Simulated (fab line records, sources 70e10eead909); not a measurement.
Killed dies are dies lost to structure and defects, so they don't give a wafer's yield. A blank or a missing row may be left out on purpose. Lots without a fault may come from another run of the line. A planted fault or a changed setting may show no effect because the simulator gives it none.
Which tool did it? | flow nand_harc | 10 lots, 30 wafers sampled, at 6 steps of a route of 1302

WHAT THE GAUGES READ, wafer by wafer
NHARC_A_BONDPAD_INSPECT_23.
lot  | measured     | on                | raw_defect_count
L172 | day 22 23:55 | defect_inspect-02 | 434 541 432
L175 | day 24 01:52 | defect_inspect-02 | 538 622 591
L180 | day 26 22:52 | defect_inspect-01 | 463 499 457
L185 | day 29 11:44 | defect_inspect-01 | 477 515 398
L186 | day 29 20:42 | defect_inspect-02 | 501 485 442
L191 | day 30 08:53 | defect_inspect-02 | 491 556 569
L189 | day 30 09:53 | defect_inspect-01 | 451 465 485
L190 | day 31 02:54 | defect_inspect-01 | 629 747 526
L192 | day 31 09:07 | defect_inspect-01 | 728 820 973
L193 | day 31 17:46 | defect_inspect-02 | 775 484 845

NHARC_HYBRID_BOND_INSPECT_06: inspects for defects (ir void).
lot  | measured     | on                | raw_defect_count
L172 | day 23 09:26 | defect_inspect-02 | 132 129 142
L175 | day 24 11:41 | defect_inspect-01 | 119 137 119
L180 | day 27 10:02 | defect_inspect-01 | 120 135 143
L185 | day 29 18:11 | defect_inspect-02 | 33 31 31
L186 | day 30 09:51 | defect_inspect-02 | 33 34 39
L191 | day 30 18:32 | defect_inspect-02 | 117 117 131
L189 | day 30 18:32 | defect_inspect-01 | 95 89 110
L190 | day 31 12:28 | defect_inspect-01 | 62 80 74
L192 | day 31 21:08 | defect_inspect-01 | 85 75 73
L193 | day 32 10:59 | defect_inspect-01 | 99 85 87

NHARC_THIN_TSV_CD_MEAS_12: target cd 1000 nm.
lot  | measured     | on        | cd_nm (nm)
L172 | day 23 12:10 | cd_sem-02 | 998.7 1001.8 1001.9
L175 | day 24 14:22 | cd_sem-02 | 1001.0 1000.1 998.5
L180 | day 27 12:43 | cd_sem-02 | 996.5 998.2 995.7
L185 | day 29 21:56 | cd_sem-01 | 999.4 1002.5 999.6
L186 | day 30 12:26 | cd_sem-03 | 999.7 999.1 1000.2
L191 | day 30 21:14 | cd_sem-02 | 1001.4 1001.2 1002.7
L189 | day 30 22:27 | cd_sem-03 | 1000.4 1000.6 1000.2
L190 | day 31 15:03 | cd_sem-02 | 999.7 1001.0 999.4
L192 | day 32 02:37 | cd_sem-02 | 1002.7 1001.7 1002.3
L193 | day 32 13:32 | cd_sem-02 | 998.6 1000.9 1000.8

NHARC_END_WLT_00.
lot  | measured     | on        | VT_DECK1_BOTTOM   | VT_DECK1_BOTTOM_INNER | VT_DECK1_MEDIAN_NEAR_BOTTOM | VT_DECK1_MEDIAN_NEAR_BOTTOM_INNER | VT_DECK1_MIDDLE   | VT_DECK1_MIDDLE_INNER | VT_DECK1_TOP      | VT_DECK1_TOP_INNER | VT_DECK2_BOTTOM   | VT_DECK2_BOTTOM_INNER | VT_DECK2_MEDIAN_NEAR_BOTTOM | VT_DECK2_MEDIAN_NEAR_BOTTOM_INNER | VT_DECK2_MIDDLE   | VT_DECK2_MIDDLE_INNER | VT_DECK2_TOP      | VT_DECK2_TOP_INNER
L172 | day 24 01:20 | prober-02 | 0.879 0.882 0.887 | 0.884 0.883 0.885     | 0.882 0.884 0.877           | 0.883 0.884 0.891                 | 0.896 0.890 0.888 | 0.895 0.898 0.892     | 0.907 0.907 0.909 | 0.911 0.903 0.905  | 0.859 0.864 0.860 | 0.854 0.863 0.865     | 0.860 0.858 0.869           | 0.863 0.860 0.866                 | 0.870 0.881 0.878 | 0.877 0.878 0.866     | 0.885 0.883 0.885 | 0.884 0.881 0.892
L175 | day 25 03:23 | prober-02 | 0.858 0.881 0.868 | 0.871 0.874 0.868     | 0.875 0.877 0.867           | 0.867 0.871 0.869                 | 0.887 0.880 0.890 | 0.886 0.879 0.886     | 0.891 0.897 0.893 | 0.891 0.892 0.900  | 0.870 0.860 0.871 | 0.874 0.877 0.863     | 0.876 0.864 0.870           | 0.875 0.867 0.866                 | 0.886 0.884 0.878 | 0.894 0.890 0.872     | 0.893 0.888 0.894 | 0.897 0.897 0.896
L180 | day 28 09:12 | prober-02 | 0.866 0.862 0.870 | 0.867 0.874 0.871     | 0.862 0.869 0.879           | 0.872 0.873 0.863                 | 0.879 0.879 0.877 | 0.887 0.878 0.889     | 0.893 0.900 0.893 | 0.892 0.893 0.892  | 0.873 0.882 0.877 | 0.873 0.877 0.868     | 0.872 0.880 0.877           | 0.880 0.873 0.875                 | 0.887 0.885 0.893 | 0.891 0.883 0.885     | 0.906 0.900 0.895 | 0.902 0.903 0.897
L185 | day 30 09:01 | prober-02 | 0.858 0.870 0.863 | 0.861 0.872 0.864     | 0.862 0.872 0.869           | 0.866 0.870 0.859                 | 0.881 0.874 0.884 | 0.874 0.890 0.878     | 0.894 0.891 0.898 | 0.888 0.893 0.883  | 0.878 0.872 0.875 | 0.881 0.878 0.885     | 0.884 0.882 0.885           | 0.871 0.879 0.882                 | 0.890 0.889 0.887 | 0.891 0.893 0.891     | 0.900 0.902 0.902 | 0.914 0.907 0.901
L186 | day 31 00:28 | prober-01 | 0.857 0.851 0.851 | 0.850 0.850 0.849     | 0.860 0.854 0.863           | 0.853 0.861 0.855                 | 0.869 0.871 0.862 | 0.861 0.868 0.865     | 0.878 0.864 0.875 | 0.874 0.867 0.878  | 0.876 0.875 0.882 | 0.880 0.882 0.884     | 0.883 0.881 0.881           | 0.883 0.880 0.882                 | 0.897 0.900 0.890 | 0.903 0.894 0.899     | 0.904 0.907 0.901 | 0.902 0.904 0.905
L191 | day 31 10:53 | prober-02 | 0.872 0.873 0.879 | 0.877 0.879 0.875     | 0.879 0.874 0.873           | 0.879 0.874 0.869                 | 0.884 0.875 0.882 | 0.891 0.884 0.885     | 0.889 0.897 0.893 | 0.901 0.894 0.902  | 0.868 0.863 0.863 | 0.870 0.867 0.866     | 0.864 0.868 0.869           | 0.874 0.868 0.870                 | 0.881 0.885 0.879 | 0.881 0.875 0.881     | 0.884 0.890 0.888 | 0.892 0.891 0.889
L189 | day 31 10:23 | prober-01 | 0.858 0.866 0.854 | 0.863 0.863 0.860     | 0.869 0.869 0.871           | 0.866 0.866 0.862                 | 0.867 0.877 0.877 | 0.879 0.880 0.879     | 0.891 0.890 0.893 | 0.899 0.888 0.889  | 0.874 0.869 0.880 | 0.872 0.872 0.866     | 0.876 0.863 0.872           | 0.871 0.864 0.866                 | 0.882 0.888 0.885 | 0.879 0.890 0.885     | 0.901 0.896 0.892 | 0.888 0.894 0.891
L190 | day 32 02:58 | prober-02 | 0.868 0.854 0.864 | 0.854 0.859 0.855     | 0.861 0.858 0.863           | 0.851 0.863 0.867                 | 0.874 0.869 0.868 | 0.866 0.866 0.880     | 0.883 0.877 0.887 | 0.887 0.883 0.885  | 0.877 0.884 0.875 | 0.869 0.879 0.876     | 0.875 0.876 0.876           | 0.872 0.877 0.870                 | 0.885 0.884 0.891 | 0.885 0.891 0.889     | 0.898 0.903 0.907 | 0.900 0.897 0.902
L192 | day 32 15:36 | prober-01 | 0.873 0.875 0.867 | 0.871 0.869 0.869     | 0.873 0.875 0.866           | 0.868 0.874 0.873                 | 0.880 0.894 0.887 | 0.888 0.883 0.892     | 0.902 0.905 0.895 | 0.899 0.902 0.903  | 0.872 0.868 0.864 | 0.872 0.879 0.870     | 0.864 0.864 0.873           | 0.865 0.874 0.871                 | 0.893 0.875 0.888 | 0.883 0.880 0.885     | 0.891 0.897 0.892 | 0.895 0.887 0.897
L193 | day 33 01:35 | prober-02 | 0.877 0.874 0.876 | 0.872 0.868 0.869     | 0.866 0.871 0.869           | 0.867 0.869 0.876                 | 0.877 0.887 0.892 | 0.882 0.879 0.894     | 0.895 0.897 0.889 | 0.900 0.897 0.888  | 0.874 0.883 0.878 | 0.883 0.879 0.881     | 0.876 0.883 0.873           | 0.878 0.878 0.878                 | 0.894 0.895 0.896 | 0.885 0.898 0.890     | 0.897 0.898 0.902 | 0.900 0.898 0.905

NHARC_END_SORT_01.
lot  | measured     | on        | defect_limited_yield (%) | killed_at_array | killed_at_other | killed_at_periphery | killed_dies | killed_open | killed_short
L172 | day 24 04:58 | prober-02 | 89.2 89.7 87.9           | 71 66 82        | 2 0 0           | 0 4 0               | 73 70 82    | 4 5 5       | 2 2 1
L180 | day 28 12:29 | prober-02 | 83.6 76.7 82.6           | 41 76 75        | 67 80 39        | 3 2 4               | 111 158 118 | 2 3 3       | 3 3 4
L185 | day 30 12:04 | prober-02 | 94.2 95.6 95.1           | 36 24 25        | 0 0 0           | 3 6 8               | 39 30 33    | 3 3 3       | 4 3 3

WHICH TOOL RAN EACH LOT (tool, then ch and the chambers of the sampled wafers, then the start)
lot  | NHARC_THIN_TSV_ETCH_15
L172 | rie_si-02 ch 0,1,3, day 23 13:08
L175 | rie_si-01 ch 0,2,3, day 24 15:13
L180 | rie_si-01 ch 0,1,2, day 27 13:33
L185 | rie_si-01 ch 0,2,3, day 29 22:45
L186 | rie_si-01 ch 0,1,3, day 30 13:14
L191 | rie_si-01 ch 1,2, day 30 22:03
L189 | rie_si-02 ch 0,2,3, day 30 23:16
L190 | rie_si-03 ch 0,3, day 31 15:52
L192 | rie_si-01 ch 0,1,2, day 32 03:26
L193 | rie_si-02 ch 0,2,3, day 32 14:23
- NHARC_THIN_TSV_ETCH_15: target depth 3000 nm, bosch target overetch cycles 2, bosch etch step 2.8 s.

WHAT THE TOOLS THEMSELVES READ (means of the sampled wafers that have a number; where no wafer has one, the mark that the record gives instead)
NHARC_THIN_TSV_ETCH_15.
lot  | tool      | drypump_motor_current_A (A)
L172 | rie_si-02 | 5.9
L175 | rie_si-01 | 5.8
L180 | rie_si-01 | 5.9
L185 | rie_si-01 | 5.7
L186 | rie_si-01 | 5.7
L191 | rie_si-01 | 6.1
L189 | rie_si-02 | 5.9
L190 | rie_si-03 | 6.0
L192 | rie_si-01 | 5.9
L193 | rie_si-02 | 5.8

THE ANSWER, worked out from the rows above alone
Rule: what is usual is taken from the lots themselves. Put in order of their means at a reading, lots are off if they are a third of the lots or fewer, leave a main group of 4 or more, and stand apart from it by a gap of 3 or more times the standard deviation of the main group's means; of several such gaps the widest counts. A main group whose means are all the same, to the digits that the tables above print for the reading, isn't used. A lot without any number at a reading at which 4 lots or more have one is off too. The other lots that the step has rows for count as sound. The gauges are gone through in route order, then the tools' own readings, and for those a lot's mean is taken as printed above. The first step at which some lot is off is used, and at that step the reading that is off furthest; a lot without a number counts as furthest.
Off: L180, at NHARC_THIN_TSV_CD_MEAS_12 (cd_nm). The main group: mean 1000.6 nm, standard deviation 0.82.
A tool fits if, at a process step before that reading, it ran every lot that is off, and no sound lot after the first of them. The gauges at NHARC_THIN_TSV_CD_MEAS_12 are tried like those tools. None of those tried fits.

WHAT THE SIMULATOR HAD PUT IN
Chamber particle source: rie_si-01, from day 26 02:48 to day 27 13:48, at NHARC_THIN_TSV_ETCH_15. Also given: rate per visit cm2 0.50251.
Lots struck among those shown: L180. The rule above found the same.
